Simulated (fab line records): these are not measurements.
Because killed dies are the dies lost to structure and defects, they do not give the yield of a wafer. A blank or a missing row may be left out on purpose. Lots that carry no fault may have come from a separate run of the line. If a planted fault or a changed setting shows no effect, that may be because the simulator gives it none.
Split-lot experiment    flow n5 finfet    route with 1938 steps; 7 lots, 21 wafers read

## THE SPLIT
At N5_BEOL_M0_CUTY_COAT_50 (time 60 s, resist thk 15 nm), the setting spin rpm was moved away from the recipe's 1500 rpm on 4 of the 21 wafers read, by -6.8% to +9.1%. This setting was run at the recipe's value on the other wafers.

The reading is taken at the split's own step.

## THE READING
SiARC_of_BEOL_M0_CUTY_COAT_50.thk nm (the simulator's own value, which no gauge read), in nm, at N5_BEOL_M0_CUTY_COAT_50 (time 60 s, resist thk 15 nm). The file does not state a usual value for it.

wafer   tool, chamber at the split  spin rpm as run, rpm  against the recipe  SiARC_of_BEOL_M0_CUTY_COAT_50.thk nm, nm  against lot-mates on the recipe
L077.1  litho track-01, 0           1398                  -6.8%               15.6                                      +0.6
L077.2  litho track-01, 0           1500                  recipe              15                                        -
L077.3  litho track-01, 0           1500                  recipe              15                                        -
L079.3  litho track-02, 0           1500                  recipe              15                                        -
L079.4  litho track-02, 0           1500                  recipe              15                                        -
L079.6  litho track-02, 0           1500                  recipe              15                                        -
L082.2  litho track-04, 0           1500                  recipe              15                                        -
L082.3  litho track-04, 0           1500                  recipe              15                                        -
L082.4  litho track-04, 0           1500                  recipe              15                                        -
L084.1  litho track-02, 0           1637                  +9.1%               14.4                                      -0.6
L084.4  litho track-02, 0           1637                  +9.1%               14.4                                      -0.6
L084.5  litho track-02, 0           1500                  recipe              15                                        -
L085.1  litho track-01, 0           1500                  recipe              15                                        -
L085.4  litho track-01, 0           1500                  recipe              15                                        -
L085.5  litho track-01, 0           1500                  recipe              15                                        -
L087.2  litho track-04, 0           1500                  recipe              15                                        -
L087.4  litho track-04, 0           1500                  recipe              15                                        -
L087.3  litho track-04, 0           1420                  -5.3%               15.4                                      +0.4
L097.3  litho track-04, 0           1500                  recipe              15                                        -
L097.5  litho track-04, 0           1500                  recipe              15                                        -
L097.6  litho track-04, 0           1500                  recipe              15                                        -

FIT RESULTS
A straight line over all 21 wafers: SiARC_of_BEOL_M0_CUTY_COAT_50.thk nm changes by -0.0714 nm for each +1% of spin rpm; r = -0.99; the points scatter about the line by 0.029 nm.
The same after taking each lot's own level away (the mean of its wafers on the recipe; 21 wafers): -0.0714 nm for each +1%; r = -0.99; scatter 0.029 nm.
Per that fit: largest spin rpm move, reading shift of 0.65 nm.
The lots' own levels span 15.00 to 15.00 nm.
Hence the lot-to-lot level has little effect on the slope; both slopes agree.
Check: for one of the wafers moved furthest among these (+9.1%), held out of the fit, the line's prediction against its lot-mates is -0.665 nm. Against them it came out at -0.6 nm.

## THE FILE'S OWN FIT
SiARC_of_BEOL_M0_CUTY_COAT_50.thk nm changes by -0.074 nm for each +1% of spin rpm, r = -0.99.
